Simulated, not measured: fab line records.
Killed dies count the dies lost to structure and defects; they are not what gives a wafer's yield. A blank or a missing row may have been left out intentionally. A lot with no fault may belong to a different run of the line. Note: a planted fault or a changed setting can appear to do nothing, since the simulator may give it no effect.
Chamber matching / flow nand harc / NHARC_P_CONTACT_ETCH_35 on rie diel-04: 4 sister chambers
The step etches the open film in CF4, target depth 39 nm, time 65 s. 8 wafers are shown with their chamber, then 9 later ones without.

WAFERS PAIRED WITH THEIR CHAMBERS
wafer=L080.1; chamber=3; drypump motor current A (A)=5.5; rf vpp V (V)=150.3
wafer=L086.1; chamber=0; drypump motor current A (A)=5.9; rf vpp V (V)=150.0
wafer=L086.3; chamber=3; drypump motor current A (A)=5.5; rf vpp V (V)=149.2
wafer=L088.2; chamber=2; drypump motor current A (A)=5.8; rf vpp V (V)=150.5
wafer=L088.6; chamber=2; drypump motor current A (A)=5.8; rf vpp V (V)=151.2
wafer=L089.2; chamber=1; drypump motor current A (A)=5.8; rf vpp V (V)=150.8
wafer=L089.3; chamber=0; drypump motor current A (A)=6.0; rf vpp V (V)=149.6
wafer=L089.6; chamber=1; drypump motor current A (A)=5.7; rf vpp V (V)=151.0

WAFERS WHOSE CHAMBER IS MISSING
wafer=L091.1; drypump motor current A (A)=5.5; rf vpp V (V)=151.8
wafer=L091.3; drypump motor current A (A)=5.7; rf vpp V (V)=150.2
wafer=L091.6; drypump motor current A (A)=5.7; rf vpp V (V)=150.8
wafer=L093.1; drypump motor current A (A)=5.5; rf vpp V (V)=151.5
wafer=L093.4; drypump motor current A (A)=5.5; rf vpp V (V)=149.8
wafer=L093.5; drypump motor current A (A)=6.0; rf vpp V (V)=150.2
wafer=L095.1; drypump motor current A (A)=5.5; rf vpp V (V)=150.0
wafer=L095.3; drypump motor current A (A)=5.8; rf vpp V (V)=151.3
wafer=L095.5; drypump motor current A (A)=6.0; rf vpp V (V)=149.5

WHICH CHAMBER EACH WENT THROUGH
wafer=L091.1; from the rows above=can't be placed: 3 or 1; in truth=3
wafer=L091.3; from the rows above=can't be placed: 1 or 2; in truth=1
wafer=L091.6; from the rows above=can't be placed: 1 or 2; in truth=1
wafer=L093.1; from the rows above=can't be placed: 3 or 1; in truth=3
wafer=L093.4; from the rows above=3; in truth=3
wafer=L093.5; from the rows above=0; in truth=0
wafer=L095.1; from the rows above=3; in truth=3
wafer=L095.3; from the rows above=can't be placed: 2 or 1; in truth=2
wafer=L095.5; from the rows above=0; in truth=0
Correctly placed: 4 of 9. Cannot be placed on the basis of these rows: 5; the candidates contain the true chamber in 5. Placed wrongly: 0.
How it was worked out, from the rows above alone: a wafer's distance from a chamber is the root of the sum, over the readings, of the square of ((its reading less the chamber's mean) divided by the reading's scatter). The wafer belongs to the nearest chamber; if the next one is less than 2 further off, it can't be placed. A chamber's mean is the mean of its shown wafers. The scatter: take each reading less its chamber's mean, square it, sum over the shown wafers, divide by the number of wafers less the number of chambers, and take the root.
